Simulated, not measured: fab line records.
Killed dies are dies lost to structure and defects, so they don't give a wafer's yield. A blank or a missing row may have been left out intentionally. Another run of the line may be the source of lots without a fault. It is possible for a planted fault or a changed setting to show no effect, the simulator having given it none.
Lot-split experiment :: flow n5 finfet :: on a route of 1938 steps: 7 lots, 39 wafers read

## THE SPLIT ITSELF
At N5_DUMMY_GATE_ETCH_31 (etches SiO2 in C4F6/O2, target depth 82.5 nm, time 27.5 s), the setting target depth a was moved away from the recipe's 825 angstrom on 12 of the 39 wafers read, by -11.8% to +5.6%. All remaining wafers had this setting at the recipe value.

The reading is taken at the split's own step.

## THE READING
SOC_of_DUMMY_GATE_COAT_34.thk nm (the simulator's own value, which no gauge read), in nm, at N5_DUMMY_GATE_ETCH_31 (etches SiO2 in C4F6/O2, target depth 82.5 nm, time 27.5 s). There is no usual value for it anywhere in the file. Here, 27 wafers ran the recipe; their average is 51.9 nm with a standard deviation of 0.24 nm.

wafer: L075.1
tool, chamber at the split: rie diel-02, 1
target depth a as run, angstrom: 761.3
against the recipe: -7.7%
SOC_of_DUMMY_GATE_COAT_34.thk nm, nm: 52.2
against lot-mates on the recipe: +0.6

wafer: L075.2
tool, chamber at the split: rie diel-02, 3
target depth a as run, angstrom: 761.3
against the recipe: -7.7%
SOC_of_DUMMY_GATE_COAT_34.thk nm, nm: 52.4
against lot-mates on the recipe: +0.8

wafer: L075.3
tool, chamber at the split: rie diel-02, 0
target depth a as run, angstrom: 761.3
against the recipe: -7.7%
SOC_of_DUMMY_GATE_COAT_34.thk nm, nm: 52.2
against lot-mates on the recipe: +0.6

wafer: L075.4
tool, chamber at the split: rie diel-02, 2
target depth a as run, angstrom: 825
against the recipe: recipe
SOC_of_DUMMY_GATE_COAT_34.thk nm, nm: 51.8
against lot-mates on the recipe: -

wafer: L075.5
tool, chamber at the split: rie diel-02, 0
target depth a as run, angstrom: 825
against the recipe: recipe
SOC_of_DUMMY_GATE_COAT_34.thk nm, nm: 51.4
against lot-mates on the recipe: -

wafer: L075.6
tool, chamber at the split: rie diel-02, 1
target depth a as run, angstrom: 825
against the recipe: recipe
SOC_of_DUMMY_GATE_COAT_34.thk nm, nm: 51.6
against lot-mates on the recipe: -

wafer: L082.1
tool, chamber at the split: rie diel-03, 2
target depth a as run, angstrom: 825
against the recipe: recipe
SOC_of_DUMMY_GATE_COAT_34.thk nm, nm: 52
against lot-mates on the recipe: -

wafer: L082.2
tool, chamber at the split: rie diel-03, 3
target depth a as run, angstrom: 825
against the recipe: recipe
SOC_of_DUMMY_GATE_COAT_34.thk nm, nm: 52
against lot-mates on the recipe: -

wafer: L082.3
tool, chamber at the split: rie diel-03, 1
target depth a as run, angstrom: 825
against the recipe: recipe
SOC_of_DUMMY_GATE_COAT_34.thk nm, nm: 52
against lot-mates on the recipe: -

wafer: L082.4
tool, chamber at the split: rie diel-03, 0
target depth a as run, angstrom: 825
against the recipe: recipe
SOC_of_DUMMY_GATE_COAT_34.thk nm, nm: 52.2
against lot-mates on the recipe: -

wafer: L082.5
tool, chamber at the split: rie diel-03, 1
target depth a as run, angstrom: 825
against the recipe: recipe
SOC_of_DUMMY_GATE_COAT_34.thk nm, nm: 52
against lot-mates on the recipe: -

wafer: L082.6
tool, chamber at the split: rie diel-03, 2
target depth a as run, angstrom: 825
against the recipe: recipe
SOC_of_DUMMY_GATE_COAT_34.thk nm, nm: 52
against lot-mates on the recipe: -

wafer: L085.1
tool, chamber at the split: rie diel-03, 1
target depth a as run, angstrom: 825
against the recipe: recipe
SOC_of_DUMMY_GATE_COAT_34.thk nm, nm: 51.8
against lot-mates on the recipe: -

wafer: L085.2
tool, chamber at the split: rie diel-03, 3
target depth a as run, angstrom: 825
against the recipe: recipe
SOC_of_DUMMY_GATE_COAT_34.thk nm, nm: 52.2
against lot-mates on the recipe: -

wafer: L085.3
tool, chamber at the split: rie diel-03, 2,3
target depth a as run, angstrom: 825
against the recipe: recipe
SOC_of_DUMMY_GATE_COAT_34.thk nm, nm: 52.2
against lot-mates on the recipe: -

wafer: L085.6
tool, chamber at the split: rie diel-03, 2,3
target depth a as run, angstrom: 825
against the recipe: recipe
SOC_of_DUMMY_GATE_COAT_34.thk nm, nm: 52.2
against lot-mates on the recipe: -

wafer: L085.4
tool, chamber at the split: rie diel-03, 1
target depth a as run, angstrom: 825
against the recipe: recipe
SOC_of_DUMMY_GATE_COAT_34.thk nm, nm: 52
against lot-mates on the recipe: -

wafer: L085.5
tool, chamber at the split: rie diel-03, 2
target depth a as run, angstrom: 825
against the recipe: recipe
SOC_of_DUMMY_GATE_COAT_34.thk nm, nm: 52
against lot-mates on the recipe: -

wafer: L089.1
tool, chamber at the split: rie diel-06, 3
target depth a as run, angstrom: 825
against the recipe: recipe
SOC_of_DUMMY_GATE_COAT_34.thk nm, nm: 51.8
against lot-mates on the recipe: -

wafer: L089.2
tool, chamber at the split: rie diel-06, 0
target depth a as run, angstrom: 727.7
against the recipe: -11.8%
SOC_of_DUMMY_GATE_COAT_34.thk nm, nm: 53
against lot-mates on the recipe: +1.2

wafer: L089.3
tool, chamber at the split: rie diel-06, 1
target depth a as run, angstrom: 825
against the recipe: recipe
SOC_of_DUMMY_GATE_COAT_34.thk nm, nm: 51.6
against lot-mates on the recipe: -

wafer: L089.4
tool, chamber at the split: rie diel-06, 2
target depth a as run, angstrom: 727.7
against the recipe: -11.8%
SOC_of_DUMMY_GATE_COAT_34.thk nm, nm: 52.8
against lot-mates on the recipe: +1.0

wafer: L089.5
tool, chamber at the split: rie diel-06, 3
target depth a as run, angstrom: 727.7
against the recipe: -11.8%
SOC_of_DUMMY_GATE_COAT_34.thk nm, nm: 53
against lot-mates on the recipe: +1.2

wafer: L089.6
tool, chamber at the split: rie diel-06, 0
target depth a as run, angstrom: 825
against the recipe: recipe
SOC_of_DUMMY_GATE_COAT_34.thk nm, nm: 52
against lot-mates on the recipe: -

wafer: L091.2
tool, chamber at the split: rie diel-06, 2
target depth a as run, angstrom: 825
against the recipe: recipe
SOC_of_DUMMY_GATE_COAT_34.thk nm, nm: 51.8
against lot-mates on the recipe: -

wafer: L091.3
tool, chamber at the split: rie diel-06, 3
target depth a as run, angstrom: 825
against the recipe: recipe
SOC_of_DUMMY_GATE_COAT_34.thk nm, nm: 51.8
against lot-mates on the recipe: -

wafer: L091.4
tool, chamber at the split: rie diel-06, 0
target depth a as run, angstrom: 825
against the recipe: recipe
SOC_of_DUMMY_GATE_COAT_34.thk nm, nm: 51.8
against lot-mates on the recipe: -

wafer: L093.1
tool, chamber at the split: rie diel-03, 3
target depth a as run, angstrom: 825
against the recipe: recipe
SOC_of_DUMMY_GATE_COAT_34.thk nm, nm: 52.2
against lot-mates on the recipe: -

wafer: L093.2
tool, chamber at the split: rie diel-03, 1
target depth a as run, angstrom: 825
against the recipe: recipe
SOC_of_DUMMY_GATE_COAT_34.thk nm, nm: 52.2
against lot-mates on the recipe: -

wafer: L093.3
tool, chamber at the split: rie diel-03, 2
target depth a as run, angstrom: 825
against the recipe: recipe
SOC_of_DUMMY_GATE_COAT_34.thk nm, nm: 52.2
against lot-mates on the recipe: -

wafer: L093.4
tool, chamber at the split: rie diel-03, 0
target depth a as run, angstrom: 865.5
against the recipe: +4.9%
SOC_of_DUMMY_GATE_COAT_34.thk nm, nm: 51.4
against lot-mates on the recipe: -0.8

wafer: L093.5
tool, chamber at the split: rie diel-03, 1
target depth a as run, angstrom: 865.5
against the recipe: +4.9%
SOC_of_DUMMY_GATE_COAT_34.thk nm, nm: 51.6
against lot-mates on the recipe: -0.6

wafer: L093.6
tool, chamber at the split: rie diel-03, 2
target depth a as run, angstrom: 865.5
against the recipe: +4.9%
SOC_of_DUMMY_GATE_COAT_34.thk nm, nm: 51.6
against lot-mates on the recipe: -0.6

wafer: L097.1
tool, chamber at the split: rie diel-02, 2
target depth a as run, angstrom: 871.6
against the recipe: +5.6%
SOC_of_DUMMY_GATE_COAT_34.thk nm, nm: 51.6
against lot-mates on the recipe: -0.1

wafer: L097.2
tool, chamber at the split: rie diel-02, 1
target depth a as run, angstrom: 871.6
against the recipe: +5.6%
SOC_of_DUMMY_GATE_COAT_34.thk nm, nm: 51.6
against lot-mates on the recipe: -0.1

wafer: L097.3
tool, chamber at the split: rie diel-02, 0
target depth a as run, angstrom: 825
against the recipe: recipe
SOC_of_DUMMY_GATE_COAT_34.thk nm, nm: 52
against lot-mates on the recipe: -

wafer: L097.4
tool, chamber at the split: rie diel-02, 3
target depth a as run, angstrom: 825
against the recipe: recipe
SOC_of_DUMMY_GATE_COAT_34.thk nm, nm: 51.6
against lot-mates on the recipe: -

wafer: L097.5
tool, chamber at the split: rie diel-02, 2
target depth a as run, angstrom: 871.6
against the recipe: +5.6%
SOC_of_DUMMY_GATE_COAT_34.thk nm, nm: 51.6
against lot-mates on the recipe: -0.1

wafer: L097.6
tool, chamber at the split: rie diel-02, 3
target depth a as run, angstrom: 825
against the recipe: recipe
SOC_of_DUMMY_GATE_COAT_34.thk nm, nm: 51.4
against lot-mates on the recipe: -
When a row names more than one chamber, that row covers several wafers, and the file does not tell which wafer ran in which chamber.

THE FIT
A straight line over all 39 wafers: SOC_of_DUMMY_GATE_COAT_34.thk nm changes by -0.072 nm for each +1% of target depth a; r = -0.82; the points scatter about the line by 0.22 nm.
The same after taking each lot's own level away (the mean of its wafers on the recipe; 39 wafers): -0.0862 nm for each +1%; r = -0.90; scatter 0.19 nm.
According to that fit, moving target depth a by its largest amount changes the reading by 1 nm.
From 51.60 to 52.20 nm: that is the span of the lots' own levels, equal to 2.5 times the standard deviation above.
Thus the slope moves with the lot-to-lot level: the two fits are different.
Check: +1 nm against its lot-mates is what the line predicts for one of the wafers moved furthest among these (-11.8%) when that wafer is left out of the fit. It came out at +1.2 nm against them.

## ADDITIONAL SPLITS CARRIED BY THESE WAFERS
Before the reading, these wafers also passed through other splits. Each is held against what the fit with the lots' levels taken away leaves over:
other split on the same wafers: N5_WELL_APT_IMPLANT_15 energy kev
wafers away from the commonest value: 12
r with SOC_of_DUMMY_GATE_COAT_34.thk nm (lot level and that fit taken away): +0.07

other split on the same wafers: N5_WELL_APT_IMPLANT_32 energy kev
wafers away from the commonest value: 12
r with SOC_of_DUMMY_GATE_COAT_34.thk nm (lot level and that fit taken away): +0.00

other split on the same wafers: N5_STI_FIN_REVEAL_ETCHBACK_08 target depth a
wafers away from the commonest value: 9
r with SOC_of_DUMMY_GATE_COAT_34.thk nm (lot level and that fit taken away): +0.16

other split on the same wafers: N5_DUMMY_GATE_ETCH_37 source w
wafers away from the commonest value: 18
r with SOC_of_DUMMY_GATE_COAT_34.thk nm (lot level and that fit taken away): -0.10

## THE WHOLE CHAIN: every reading that the file lists as answering this split, in the file's order
step: N5_DUMMY_GATE_ETCH_31
what it does: etches SiO2 in C4F6/O2, target depth 82.5 nm, time 27.5 s
reading: etch.depth nm (the simulator's own value, which no gauge read)
change (the file's fit): +0.81 nm for each +1% of the setting
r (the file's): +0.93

step: N5_DUMMY_GATE_ETCH_31
what it does: etches SiO2 in C4F6/O2, target depth 82.5 nm, time 27.5 s
reading: SOC_of_DUMMY_GATE_COAT_34.thk nm (the simulator's own value, which no gauge read)
change (the file's fit): -0.087 nm for each +1% of the setting
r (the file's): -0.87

## THE FILE'S OWN FIT
SOC_of_DUMMY_GATE_COAT_34.thk nm changes by -0.087 nm for each +1% of target depth a, r = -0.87.
